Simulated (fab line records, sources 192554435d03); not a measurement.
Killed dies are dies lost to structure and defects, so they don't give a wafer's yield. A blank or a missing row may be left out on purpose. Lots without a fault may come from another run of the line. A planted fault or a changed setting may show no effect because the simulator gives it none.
Problem report in the 8D (eight disciplines) form, filled by code | flow n5_finfet | the parts of the form that need people (team, actions taken, sign-off) are left out

1. THE PROBLEM
oes_product_au at N5_MOL_CONTACT_COAG_CONTACT_ETCH_14 reads a mean of 0.28 a.u. on 6 wafers of 2 lots; wafers without a fault read 0.68 a.u. with a standard deviation of 0.07. That is -5.7 standard deviations from the usual mean.
The step: etches SiO2 in C4F6/O2, target depth 27.5 nm, overetch 8.5 nm, time 20 s.
First seen on wafer L672.2, day 6 03:43, on rie_diel-04. The record holds 42 wafers of 14 lots with a number at this step. Rule for "out", or "out of limits": more than 4 standard deviations from the usual mean. The other wafers with a number count as sound.

2. WHAT IT IS AND WHAT IT IS NOT
question                    | is                     | is not
which readings at this step | oes_product_au         | O2_flow_sccm, drypump_motor_current_A, rf_vpp_V, showerhead_plenum_p_Torr
which lots                  | L672, L673             | L668, L669, L670, L671, L676, L678, L680, L681, L682, L686, L688, L690
which wafers of those lots  | all that have a number | -
read on which tools         | rie_diel-04            | rie_diel-01, rie_diel-05
when                        | from day 6 03:43       | up to then (12 sound wafers); but 24 sound wafers of L676, L678, L680, L681, L682, L686, L688, L690 came after

3. SUSPECTS, AND WHAT RULES EACH OUT
Counting: a tool at a process step up to the reading stays a suspect if it ran every lot that is out and no sound lot after the first of them.
- ald_sin-03 at N5_GATE_CUT_ALD_22 (deposits SiNx, target thk 16 nm, pulse time 1 s, ald cycles 320): ruled out as a lasting fault. Sound lots L682, L688 ran on it after its first lot that is out, L672 (day 6 00:33).
- rie_diel-04 at N5_MOL_CONTACT_COAG_DESCUM_13 (chemistry O2, time 7 s): ruled out as a lasting fault. Sound lots L678, L680, L681, L682, L686 ran on it after its first lot that is out, L672 (day 6 03:32).
- rie_diel-04 at N5_MOL_CONTACT_COAG_ETCH_106 (etches SOC in N2/H2, target depth 80 nm, overetch 16 nm, time 120 s): ruled out as a lasting fault. Sound lots L678, L680, L681, L682, L686 ran on it after its first lot that is out, L672 (day 6 03:37).
- rie_diel-04 at N5_MOL_CONTACT_COAG_CONTACT_ETCH_14 (etches SiO2 in C4F6/O2, target depth 27.5 nm, overetch 8.5 nm, time 20 s): ruled out as a lasting fault. Sound lots L678, L680, L681, L682, L686 ran on it after its first lot that is out, L672 (day 6 03:43).
Left after counting: nothing in the record.

4. THE CAUSE (what the simulator had put in)
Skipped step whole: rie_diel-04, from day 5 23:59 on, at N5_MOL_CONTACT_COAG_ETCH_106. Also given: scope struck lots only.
Counting ruled it out, wrongly.

5. THE CHAIN OF EFFECTS, in route order
Each row: a reading whose mean over the struck wafers that have a number lies more than 3 standard deviations from the usual. Only readings for which the record gives a usual standard deviation are gone through. hours: the time from each lot's start at the first step in this table that gives one to its start at this step, as a median over the lots. sigmas: the change in usual standard deviations.
hours | step                                | reading        | usual     | on struck wafers | change | sigmas
0     | N5_MOL_CONTACT_COAG_CONTACT_ETCH_14 | oes_product_au | 0.68 a.u. | 0.28             | -0.40  | -5.7
The process steps in it:
- N5_MOL_CONTACT_COAG_CONTACT_ETCH_14: etches SiO2 in C4F6/O2, target depth 27.5 nm, overetch 8.5 nm, time 20 s.
Readings that are blank on the struck wafers while sound wafers have them: bias_w at N5_MOL_CONTACT_COAG_ETCH_106; chamber_pressure_mTorr at N5_MOL_CONTACT_COAG_ETCH_106; drypump_motor_current_A at N5_MOL_CONTACT_COAG_ETCH_106; oes_product_au at N5_MOL_CONTACT_COAG_ETCH_106; rf_vpp_V at N5_MOL_CONTACT_COAG_ETCH_106; showerhead_plenum_p_Torr at N5_MOL_CONTACT_COAG_ETCH_106; throttle_valve_pct at N5_MOL_CONTACT_COAG_ETCH_106; cd_nm at N5_MOL_CONTACT_COAG_CD_MEAS_99.

6. WHAT WOULD HAVE CAUGHT IT SOONER
In this record the first reading out of limits was taken at day 6 03:43, 4 hours after the fault began at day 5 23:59.
At N5_MOL_CONTACT_COAG_ETCH_106 the tool's readings are blank on the struck wafers, where sound wafers have them: an empty tool record is the first sign, and it was there at once.
